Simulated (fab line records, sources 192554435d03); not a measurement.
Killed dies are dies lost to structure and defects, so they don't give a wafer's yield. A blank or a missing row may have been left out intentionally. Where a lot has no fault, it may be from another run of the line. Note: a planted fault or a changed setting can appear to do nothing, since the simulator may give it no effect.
Chamber matching -- flow n5Finfet -- N5_BEOL_M0_SAQP_DESCUM_45 on rieDiel-03: 4 sister chambers
The step chemistry O2, time 7 s. 20 wafers are shown with their chamber, then 10 later ones without.

== WAFERS, EACH WITH ITS CHAMBER ==
wafer,chamber,drypumpMotorCurrentA (A),throttleValvePct (%),oesProductAu (a.u.)
L074.1,3,5.9,20.76,0.70
L074.2,1,6.4,20.51,0.69
L074.5,3,5.9,20.75,0.69
L076.1,1,6.5,20.50,0.68
L076.2,3,5.9,20.77,0.70
L076.3,2,5.6,20.76,0.80
L077.3,3,5.9,20.77,0.69
L077.4,1,6.4,20.49,0.68
L077.5,2,5.6,20.75,0.79
L080.2,0,5.9,20.38,0.72
L080.3,3,5.9,20.76,0.69
L080.4,2,5.6,20.79,0.79
L081.1,2,5.7,20.78,0.79
L081.3,0,5.9,20.41,0.73
L081.6,2,5.6,20.78,0.78
L086.3,0,5.9,20.42,0.72
L086.4,3,5.9,20.80,0.68
L086.5,2,5.6,20.81,0.78
L087.3,1,6.5,20.51,0.68
L087.4,2,5.6,20.81,0.76

SIGNATURES (means of the wafers above)
reading,chamber 0,chamber 1,chamber 2,chamber 3,scatter within a chamber
drypumpMotorCurrentA,5.900,6.450,5.614,5.900,0.0341
throttleValvePct,20.4033,20.5025,20.7829,20.7683,0.019
oesProductAu,0.7233,0.6825,0.7843,0.6917,0.00934
Rule: for a wafer and a chamber, the distance is found by dividing, reading by reading, the gap between the wafer's reading and the chamber's mean by the reading's scatter, squaring, summing and taking the root. The wafer belongs to the nearest chamber; if the next one is less than 2 further off, it can't be placed. How the scatter is found: for the shown wafers, subtract from each reading the mean of its chamber, square and add these, divide the total by (wafers less chambers), then take the root.

== WAFERS WHOSE CHAMBER IS MISSING ==
wafer,drypumpMotorCurrentA (A),throttleValvePct (%),oesProductAu (a.u.)
L087.5,6.4,20.52,0.68
L089.2,5.9,20.78,0.68
L089.5,5.9,20.43,0.71
L089.6,5.9,20.80,0.67
L090.4,5.9,20.82,0.68
L090.5,5.6,20.80,0.76
L090.6,6.4,20.53,0.68
L096.1,6.4,20.53,0.67
L096.3,5.9,20.83,0.67
L096.5,5.9,20.83,0.66

== CHAMBER TAKEN BY EACH ==
wafer,from the rows above,in truth
L087.5,1,1
L089.2,3,3
L089.5,0,0
L089.6,3,3
L090.4,3,3
L090.5,2,2
L090.6,1,1
L096.1,1,1
L096.3,3,3
L096.5,3,3
Correct placement for 10 of the 10. Not placeable from these rows: 0. Wrongly placed: 0.
